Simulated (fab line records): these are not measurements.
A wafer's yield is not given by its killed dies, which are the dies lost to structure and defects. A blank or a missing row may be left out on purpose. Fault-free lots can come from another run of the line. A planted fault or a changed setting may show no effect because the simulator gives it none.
fab line records | flow n5Finfet | part 2 of 2: steps 26 to 34 of 34
record: lots: 5 | wafers: 15 | lastDay: 18
route steps=1938 shown BEOL_M5@1177 BEOL_M6@1194
lots with no fault: from the same line, run without faults
startH: start of the lot's first displayed wafer, in hours after the record's first day | waitH: hours since the lot's step before | " the same as in the row above | L1.1+2: several wafers, shown together as one row | - either no value or no given start | * or withheld: withheld | < > ~ a bound
route shown NAME@n: a module of which the file shows steps, and the number in the route of the first | usual: mean/standard deviation taken from wafers without a fault | same: alike in all rows | chamber/n: place in a boat | sites: each site's reading | _std_site: the standard deviation of these | _edge_site: the outer-site mean with the inner-site mean subtracted | radiusMm: how far each site lies from the wafer's centre | mask NAME#n: copy n | behind: the last tool/chamber to shape the wafer | hold: why the lot was held/for how many hours/how that ended | device: which transistor (n, p or np) failed to switch | end of line: the same wafers' tests at the end of the route | step lacking rows: just its recipe | killed: dies that structure and defects cost at the first sort, which is not the same as the wafer's yield | map: per-die view of a wafer (x killed, . not killed, _ where there is no die)
set.NAME: the setting that was run; set.NAME@STEP: the one run at that earlier step | model.NAME: the simulator's own value behind a step, which no gauge read
lots at selected steps of the route; one table per step, one row per wafer
services: from which hour (startH, from the record's first day; less than 0 if before it) a tool's chamber was out of use, for how many hours, and why
== steps ==
step: N5_BEOL_M6_EBR_07
recipe: solvent: PGMEA | ebrWidthMm: 1.5
usual: exhaustPa: 44.9/0.83
lot.wafer | tool          | chamber | startH | waitH | exhaustPa
L081.2    | lithoTrack-02 | 0       | -      | -     | 45.6
L081.3    | "             | 0       | "      | "     | 44.4
L081.5    | "             | 0       | "      | "     | 44.7
L085.1    | lithoTrack-03 | 0       | -      | -     | 46.3
L085.2    | "             | 0       | "      | "     | 45.1
L085.6    | "             | 0       | "      | "     | 45.0
L090.3    | lithoTrack-02 | 0       | -      | -     | 46.6
L090.5    | "             | 0       | "      | "     | 45.2
L090.6    | "             | 0       | "      | "     | 45.1
L093.3    | lithoTrack-02 | 0       | -      | -     | 43.8
L093.4    | "             | 0       | "      | "     | 45.3
L093.6    | "             | 0       | "      | "     | 45.5
L094.2    | lithoTrack-01 | 0       | -      | -     | 45.2
L094.4    | "             | 0       | "      | "     | 45.5
L094.6    | "             | 0       | "      | "     | 44.7
step: N5_BEOL_M6_SOFTBAKE_06
recipe: tempC: 110 | timeS: 60 | resist: CAR-ArF
usual: exhaustPa: 45.2/0.86
lot.wafer | tool          | chamber | startH | waitH | exhaustPa
L081.2    | lithoTrack-02 | 0       | -      | -     | 45.8
L081.3    | "             | 0       | "      | "     | 44.9
L081.5    | "             | 0       | "      | "     | 44.5
L085.1    | lithoTrack-03 | 0       | -      | -     | 43.4
L085.2    | "             | 0       | "      | "     | 45.4
L085.6    | "             | 0       | "      | "     | 45.4
L090.3    | lithoTrack-02 | 0       | -      | -     | 44.6
L090.5    | "             | 0       | "      | "     | 45.5
L090.6    | "             | 0       | "      | "     | 43.4
L093.3    | lithoTrack-02 | 0       | -      | -     | 43.8
L093.4    | "             | 0       | "      | "     | 44.6
L093.6    | "             | 0       | "      | "     | 45.1
L094.2    | lithoTrack-01 | 0       | -      | -     | 45.2
L094.4    | "             | 0       | "      | "     | 45.1
L094.6    | "             | 0       | "      | "     | 45.1
step: N5_BEOL_M6_EXPOSE_08
recipe: maskId: M6 | na: 1.35 | sourceShape: dipole | sigmaInner: 0.817 | sigmaOuter: 0.97 | polarization: te | doseMj: 68.25
lot.wafer  | tool           | chamber | startH | waitH | mask
L081.2+3+5 | arfiScanner-03 | 0       | 227.65 | -     | M6#0
L085.1+2+6 | arfiScanner-03 | 0       | 265.66 | -     | M6#0
L090.3+5+6 | arfiScanner-02 | 0       | 284.71 | -     | M6#0
L093.3+4+6 | arfiScanner-03 | 0       | 306.88 | -     | M6#0
L094.2+4+6 | arfiScanner-01 | 0       | 327.78 | -     | M6#0
step: N5_BEOL_M6_PEB_09
recipe: pebTempC: withheld | pebTimeS: 60 | resist: CAR-ArF
usual: exhaustPa: 44.8/0.86
lot.wafer | tool          | chamber | startH | waitH | exhaustPa
L081.2    | lithoTrack-01 | 0       | 227.71 | 0.0   | 43.9
L081.3    | "             | 0       | "      | "     | 43.2
L081.5    | "             | 0       | "      | "     | 44.6
L085.1    | lithoTrack-03 | 0       | 265.72 | 0.1   | 45.7
L085.2    | "             | 0       | "      | "     | 46.4
L085.6    | "             | 0       | "      | "     | 44.9
L090.3    | lithoTrack-01 | 0       | 284.76 | 0.0   | 43.9
L090.5    | "             | 0       | "      | "     | 43.5
L090.6    | "             | 0       | "      | "     | 44.2
L093.3    | lithoTrack-01 | 0       | 306.93 | 0.0   | 44.2
L093.4    | "             | 0       | "      | "     | 44.1
L093.6    | "             | 0       | "      | "     | 44.9
L094.2    | lithoTrack-02 | 0       | 327.84 | 0.0   | 44.2
L094.4    | "             | 0       | "      | "     | 43.8
L094.6    | "             | 0       | "      | "     | 43.3
step: N5_BEOL_M6_DEVELOP_10
recipe: developTimeS: 30 | developer: TMAH | resist: CAR-ArF | rinseLiquid: diw | dry: airSpin | devTempC: 23
usual: exhaustPa: 45.0/1.1
lot.wafer | tool          | chamber | startH | waitH | exhaustPa
L081.2    | lithoTrack-01 | 0       | -      | -     | 44.4
L081.3    | "             | 0       | "      | "     | 43.5
L081.5    | "             | 0       | "      | "     | 43.7
L085.1    | lithoTrack-03 | 0       | -      | -     | 44.6
L085.2    | "             | 0       | "      | "     | 44.5
L085.6    | "             | 0       | "      | "     | 44.8
L090.3    | lithoTrack-01 | 0       | -      | -     | 44.3
L090.5    | "             | 0       | "      | "     | 44.0
L090.6    | "             | 0       | "      | "     | 45.3
L093.3    | lithoTrack-01 | 0       | -      | -     | 46.7
L093.4    | "             | 0       | "      | "     | 46.4
L093.6    | "             | 0       | "      | "     | 46.0
L094.2    | lithoTrack-02 | 0       | -      | -     | 47.0
L094.4    | "             | 0       | "      | "     | 45.9
L094.6    | "             | 0       | "      | "     | 45.3
step: N5_BEOL_M6_CD_MEAS_11
recipe: targetCdNm: 38.5 | landingEnergyEv: 500 | detector: seInlens | polarity: opening
usual: cdNm: 38.1/0.54
lot.wafer | tool     | chamber | startH | waitH | cdNm
L081.2    | cdSem-02 | 0       | 227.78 | -     | 37.8
L081.3    | "        | 0       | "      | "     | 37.1
L081.5    | "        | 0       | "      | "     | 37.2
L085.1    | cdSem-01 | 0       | 265.79 | -     | 38.7
L085.2    | "        | 0       | "      | "     | 38.5
L085.6    | "        | 0       | "      | "     | 38.7
L090.3    | cdSem-03 | 0       | 284.83 | -     | 37.3
L090.5    | "        | 0       | "      | "     | 37.6
L090.6    | "        | 0       | "      | "     | 36.8
L093.3    | cdSem-03 | 0       | 307.00 | -     | 37.6
L093.4    | "        | 0       | "      | "     | 38.0
L093.6    | "        | 0       | "      | "     | 37.5
L094.2    | cdSem-02 | 0       | 327.91 | -     | 38.1
L094.4    | "        | 0       | "      | "     | 38.1
L094.6    | "        | 0       | "      | "     | 38.1
step: N5_BEOL_M6_OVL_MEAS_12
recipe: pointsPerWafer: 44
usual: M6_OVL: -0.3/0.8
lot.wafer | tool       | chamber | startH | waitH | M6_OVL[nm]
L081.2    | overlay-02 | 0       | 227.81 | 0.0   | -0.2
L081.3    | "          | 0       | "      | "     | 0.2
L081.5    | "          | 0       | "      | "     | -0.5
L085.1    | overlay-01 | 0       | 265.82 | 0.0   | -1.1
L085.2    | "          | 0       | "      | "     | -0.4
L085.6    | "          | 0       | "      | "     | -0.5
L090.3    | overlay-01 | 0       | 284.86 | 0.0   | 0.7
L090.5    | "          | 0       | "      | "     | -0.4
L090.6    | "          | 0       | "      | "     | -0.3
L093.3    | overlay-01 | 0       | 307.03 | 0.0   | -0.5
L093.4    | "          | 0       | "      | "     | -0.6
L093.6    | "          | 0       | "      | "     | -0.4
L094.2    | overlay-02 | 0       | 327.94 | 0.0   | -0.2
L094.4    | "          | 0       | "      | "     | 0.2
L094.6    | "          | 0       | "      | "     | -0.6
step: N5_BEOL_M6_INSPECT_13
recipe: mode: adi | inspectInstrument: brightfield
usual: rawDefectCount: 391/90
lot.wafer | tool             | chamber | startH | waitH | rawDefectCount
L081.2    | defectInspect-02 | -       | 227.83 | 0.0   | 464
L081.3    | "                | -       | "      | "     | 350
L081.5    | "                | -       | "      | "     | 517
L085.1    | defectInspect-02 | -       | 265.84 | 0.0   | 574
L085.2    | "                | -       | "      | "     | 577
L085.6    | "                | -       | "      | "     | 519
L090.3    | defectInspect-02 | -       | 284.88 | 0.0   | 435
L090.5    | "                | -       | "      | "     | 497
L090.6    | "                | -       | "      | "     | 443
L093.3    | defectInspect-01 | -       | 307.05 | 0.0   | 467
L093.4    | "                | -       | "      | "     | 267
L093.6    | "                | -       | "      | "     | 374
L094.2    | defectInspect-02 | -       | 327.96 | 0.0   | 464
L094.4    | "                | -       | "      | "     | 404
L094.6    | "                | -       | "      | "     | 539
step: N5_BEOL_M6_DESCUM_16
recipe: chemistry: O2 | timeS: 7.9 | sourcePowerW: 50 | biasPowerW: 20 | pressureMtorr: 20 | rfFrequencyHz: 2.712e+07 | tempC: 40 | resist: CAR-ArF | o2FlowSccm: 225
usual: drypumpMotorCurrentA: 5.5/0.46 | oesProductAu: 0.78/0.076 | rfVppV: 243.6/1.3 | showerheadPlenumPTorr: 2.12/0.074 | throttleValvePct: 20.42/0.16
lot.wafer | tool       | chamber | startH | waitH | drypumpMotorCurrentA | oesProductAu | rfHoursCounterH | rfVppV | showerheadPlenumPTorr | throttleValvePct
L081.2    | rieDiel-02 | 3       | 227.87 | 0.0   | 4.9                  | 0.82         | 63              | 243.0  | 2.15                  | 20.70
L081.3    | "          | 2       | "      | "     | 5.8                  | 0.76         | 117             | 246.2  | 2.16                  | 20.18
L081.5    | "          | 1       | "      | "     | 5.2                  | 0.73         | -               | 242.4  | 2.08                  | 20.34
L085.1    | rieDiel-01 | 2       | 266.20 | 0.4   | 5.6                  | 0.77         | 120             | 242.6  | 2.11                  | 20.35
L085.2    | "          | 3       | "      | "     | 5.4                  | 0.73         | 161             | 240.7  | 2.01                  | 20.69
L085.6    | "          | 3       | "      | "     | 5.4                  | 0.73         | -               | 240.9  | 2.01                  | 20.70
L090.3    | rieDiel-04 | 2       | 285.37 | 0.5   | 4.7                  | 0.84         | 58              | 242.8  | 2.11                  | 20.44
L090.5    | "          | 0       | "      | "     | 5.6                  | 0.91         | -               | 245.3  | 2.24                  | 20.28
L090.6    | "          | 1       | "      | "     | 5.8                  | 0.78         | -               | 243.3  | 2.12                  | 20.59
L093.3    | rieDiel-04 | 2       | 307.09 | 0.0   | 4.7                  | 0.84         | 67              | 244.2  | 2.11                  | 20.46
L093.4    | "          | 3       | "      | "     | 5.6                  | 0.68         | -               | 243.4  | 2.15                  | 20.46
L093.6    | "          | 0       | "      | "     | 5.6                  | 0.90         | -               | 246.2  | 2.24                  | 20.28
L094.2    | rieDiel-02 | 0       | 327.99 | 0.0   | 6.1                  | 0.75         | 174             | 239.9  | 1.97                  | 20.37
L094.4    | "          | 3       | "      | "     | 4.9                  | 0.80         | 100             | 242.5  | 2.14                  | 20.73
L094.6    | "          | 3       | "      | "     | 4.8                  | 0.79         | -               | 243.1  | 2.14                  | 20.75
== services ==
tool           | chamber | startH | hours | kind
cmp-01         | -       | 196.79 | 4.5   | repair
uvCure-01      | -       | 198.79 | 2.1   | pm
uvCure-01      | -       | 209.79 | 1.4   | repair
arfiScanner-03 | -       | 211.87 | 1.3   | pm
pecvd-01       | -       | 219.58 | 1.3   | repair
uvCure-03      | -       | 232.20 | 1.1   | repair
arfiScanner-03 | -       | 234.92 | 0.9   | repair
cvdCo-02       | 0       | 237.44 | 6.6   | repair
cvdCo-01       | -       | 243.87 | 2.8   | pm
cvdCo-02       | -       | 252.23 | 6.9   | pm
arfiScanner-03 | -       | 254.97 | 1.6   | repair
cvdCo-01       | -       | 263.04 | 0.3   | repair
cvdCo-01       | 2       | 267.80 | 8.3   | repair
arfiScanner-03 | -       | 268.57 | 1.0   | pm
arfiScanner-03 | -       | 285.97 | 1.1   | repair
cvdCo-02       | 2       | 288.59 | 3.8   | repair
cvdCo-01       | -       | 289.21 | 1.1   | repair
pecvd-01       | 2       | 291.60 | 2.1   | repair
pecvd-04       | -       | 292.23 | 3.4   | repair
arfiScanner-03 | -       | 294.17 | 0.5   | repair
cvdCo-01       | -       | 304.09 | 6.9   | pm
arfiScanner-03 | -       | 309.40 | 4.9   | pm
rtpAnneal-01   | -       | 313.72 | 70.9  | pm
cvdCo-02       | -       | 325.00 | 0.2   | repair
